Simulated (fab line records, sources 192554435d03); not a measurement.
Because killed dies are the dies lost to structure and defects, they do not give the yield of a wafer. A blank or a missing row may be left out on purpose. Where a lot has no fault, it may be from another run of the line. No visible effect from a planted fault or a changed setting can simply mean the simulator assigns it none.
Split-lot study | flow n5-finfet | 7 lots, 21 wafers read, on a route of 1938 steps

ABOUT THE SPLIT
At N5_HKMG_FIN_DESCUM_53 (chemistry O2, time 7.9 s), the setting time-s was moved away from the recipe's 7.9 s on 7 of the 21 wafers read, by -16.9% to +21.6%. This setting was run at the recipe's value on the other wafers.

No step appears in the file between the split and the reading.

THE READING
CAR-ArF_of_HKMG_FIN_COAT_43.thk-nm (the simulator's own value, which no gauge read), in nm, at N5_HKMG_FIN_ETCH_54 (etches SiARC in CF4, target depth 45.5 nm, time 75.8 s). The file gives no usual value for it. Average 50.7 nm, standard deviation 0.24 nm, over the 14 wafers here run with the recipe.

wafer  | tool, chamber at the split | time-s as run, s | against the recipe | CAR-ArF_of_HKMG_FIN_COAT_43.thk-nm, nm | against lot-mates on the recipe
L074.1 | rie-diel-06, 1             | 7.9              | recipe             | 50.6                                   | -
L074.3 | rie-diel-06, 0             | 8.597            | +8.8%              | 50.2                                   | -0.4
L074.5 | rie-diel-06, 0             | 8.597            | +8.8%              | 50.8                                   | +0.2
L077.1 | rie-diel-04, 1             | 7.9              | recipe             | 51.2                                   | -
L077.3 | rie-diel-04, 3             | 8.58             | +8.6%              | 50.6                                   | -0.4
L077.6 | rie-diel-04, 0             | 7.9              | recipe             | 50.8                                   | -
L079.1 | rie-diel-06, 3,1           | 7.9              | recipe             | 50.6                                   | -
L079.3 | rie-diel-06, 3,1           | 7.9              | recipe             | 50.6                                   | -
L079.6 | rie-diel-06, 1             | 7.9              | recipe             | 50.8                                   | -
L083.1 | rie-diel-04, 1             | 9.353            | +18.4%             | 50.2                                   | -0.7
L083.5 | rie-diel-04, 3,2           | 7.9              | recipe             | 50.8                                   | -
L083.6 | rie-diel-04, 3,2           | 7.9              | recipe             | 51                                     | -
L086.1 | rie-diel-06, 1             | 8.919            | +12.9%             | 49.6                                   | -0.8
L086.2 | rie-diel-06, 2             | 7.9              | recipe             | 50.4                                   | -
L086.3 | rie-diel-06, 0             | 7.9              | recipe             | 50.4                                   | -
L087.1 | rie-diel-06, 0             | 7.9              | recipe             | 51                                     | -
L087.5 | rie-diel-06, 0             | 6.567            | -16.9%             | 51.6                                   | +0.9
L087.6 | rie-diel-06, 1             | 7.9              | recipe             | 50.4                                   | -
L095.1 | rie-diel-04, 2,3           | 7.9              | recipe             | 50.8                                   | -
L095.3 | rie-diel-04, 0             | 9.61             | +21.6%             | 50                                     | -0.9
L095.4 | rie-diel-04, 2,3           | 7.9              | recipe             | 51                                     | -
When a row names more than one chamber, that row covers several wafers, and the file does not tell which wafer ran in which chamber.

FIT RESULTS
A straight line over all 21 wafers: CAR-ArF_of_HKMG_FIN_COAT_43.thk-nm changes by -0.0416 nm for each +1% of time-s; r = -0.77; the points scatter about the line by 0.29 nm.
The same after taking each lot's own level away (the mean of its wafers on the recipe; 21 wafers): -0.0436 nm for each +1%; r = -0.88; scatter 0.2 nm.
According to that fit, moving time-s by its largest amount changes the reading by 0.94 nm.
The span of the lots' own levels, 50.40 to 51.00 nm, comes to 2.5 times the standard deviation stated above.
So the lot-to-lot level blurs the effect unless lot-mates are compared.
Check: with one of the wafers moved furthest among these (+21.6%) left out of the fit, the line predicts -0.922 nm for it against its lot-mates. It came out at -0.9 nm against them.

ADDITIONAL SPLITS CARRIED BY THESE WAFERS
Other splits were also applied to these wafers ahead of the reading. Each is held against what the fit with the lots' levels taken away leaves over:
other split on the same wafers | wafers away from the commonest value | r with CAR-ArF_of_HKMG_FIN_COAT_43.thk-nm (lot level and that fit taken away)
N5_SD_ACTIVATION_LSA_01 temp-c | 11                                   | -0.08

THE WHOLE CHAIN: every reading that the file lists as answering this split, in the file's order
step                  | what it does                                           | reading                                                                             | change (the file's fit)                | r (the file's)
N5_HKMG_FIN_DESCUM_53 | chemistry O2, time 7.9 s                               | CAR-ArF_of_HKMG_FIN_COAT_43.thk-nm (the simulator's own value, which no gauge read) | -0.0491 nm for each +1% of the setting | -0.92
N5_HKMG_FIN_ETCH_54   | etches SiARC in CF4, target depth 45.5 nm, time 75.8 s | CAR-ArF_of_HKMG_FIN_COAT_43.thk-nm (the simulator's own value, which no gauge read) | -0.0441 nm for each +1% of the setting | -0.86

FILE'S OWN FIT
CAR-ArF_of_HKMG_FIN_COAT_43.thk-nm changes by -0.0441 nm for each +1% of time-s, r = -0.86.
